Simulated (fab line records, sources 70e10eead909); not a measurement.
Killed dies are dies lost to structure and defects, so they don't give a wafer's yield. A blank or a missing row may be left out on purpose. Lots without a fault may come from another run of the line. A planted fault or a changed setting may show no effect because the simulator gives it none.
A struck lot beside a sound one | flow nand_harc | 14 steps out of a route of 1302
Sound: wafers L752.3, L752.5, L752.6. Struck: wafers L744.3, L744.4, L744.6. The cause comes at the end.
At each step with rows: each side's tool, then ch and its chambers, then its first start. Under that, the readings that differ: sound wafers | struck wafers | difference of the means | sigmas: that difference in standard deviations of wafers without a fault.
alike: readings whose means differ by less than 2 such deviations, and words and numbers that are the same on both sides. not compared: withheld readings, readings that some wafer has no value for, bounds like >300 that may hide the same value, and numbers for which the record gives no deviation and whose values overlap.
The two part at a step that has a row with sigmas, a row that says differs or no value, or rows on one side only. Numbers that don't overlap but have no deviation are shown without sigmas and don't part them. A reading that every wafer of one side lacks parts them only if that side has two wafers or more.

first, 1 step without rows for these wafers: NHARC_A_SLIT_STRIP_28 (strips in O2/COS).
NHARC_A_SLIT_ETCH_29: etches the open film in CF4/O2, target depth 100 nm, overetch 10 nm, time 55 s.
  sound on rie_diel-08 ch 0,1,3, day 26 18:32; struck on rie_diel-08 ch 1,2, day 23 13:31
  alike: drypump_motor_current_A, oes_ar_750_au, oes_product_au, rf_vpp_V, showerhead_plenum_p_Torr, throttle_valve_pct
  not compared: rf_hours_counter_h
NHARC_A_SLIT_STRIP_18: strips in O2.
  sound on rie_diel-08 ch 0,1,3; struck on rie_diel-08 ch 0,1,2
  alike: drypump_motor_current_A, oes_product_au, rf_vpp_V, showerhead_plenum_p_Torr, throttle_valve_pct
  not compared: rf_hours_counter_h
then, 2 steps without rows for these wafers: NHARC_A_SLIT_PRECLEAN_19 (cleans in SC1); NHARC_A_SLIT_SRD_20.
NHARC_A_SLIT_CD_MEAS_21:
  sound on cd_sem-03, day 26 19:03; struck on cd_sem-01, day 23 14:03
  alike: cd_nm
then, 3 steps without rows for these wafers: NHARC_A_SIN_REMOVE_WET_00 (chemistry H3PO4, time 15300 s); NHARC_A_SIN_REMOVE_PRECLEAN_01 (cleans in SC1); NHARC_A_SIN_REMOVE_SRD_02.
NHARC_A_SIN_REMOVE_INSPECT_04:
  sound on defect_inspect-01, day 27 01:41; struck on defect_inspect-02, day 23 20:41
  alike: raw_defect_count
NHARC_A_WL_FILL_ALD_00: deposits Al2O3, target thk 3 nm, pulse time 3 s, ald cycles 30.
  sound on ald_hk-04 ch 1,2, day 27 01:46; struck on ald_hk-02 ch 1,3, day 23 20:45
  alike: heater_power_w, precursor_pulse_height_rel
NHARC_A_WL_FILL_RTA_01: time 5 s.
  sound on rtp_anneal-01 ch 0, day 27 02:05; struck on rtp_anneal-01 ch 0, day 23 21:04
  reading          | sound                | struck            | difference | sigmas
  wafer_temp_C_max | 1007.8 1008.4 1007.2 | 962.3 963.7 962.6 | -44.9      | -17
  alike: lamp_power_pct
NHARC_A_WL_FILL_ALD_02: deposits TiN, target thk 2 nm, pulse time 3 s, ald cycles 100.
  sound on ald_metal-02 ch 2,3, day 27 02:14; struck on ald_metal-02 ch 1,2,3, day 23 21:14
  alike: heater_power_w, precursor_pulse_height_rel
NHARC_END_SORT_01:
  the record has rows for the sound wafers here (prober-02 ch 0, day 31 07:48) and none for the struck ones

WHERE THEY PART
First at NHARC_A_WL_FILL_RTA_01; last, within this record, at NHARC_END_SORT_01.

WHY: what the simulator had put in
Process parameter drift: rtp_anneal-01, from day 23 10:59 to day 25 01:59, at NHARC_A_WL_FILL_RTA_01. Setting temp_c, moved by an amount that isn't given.
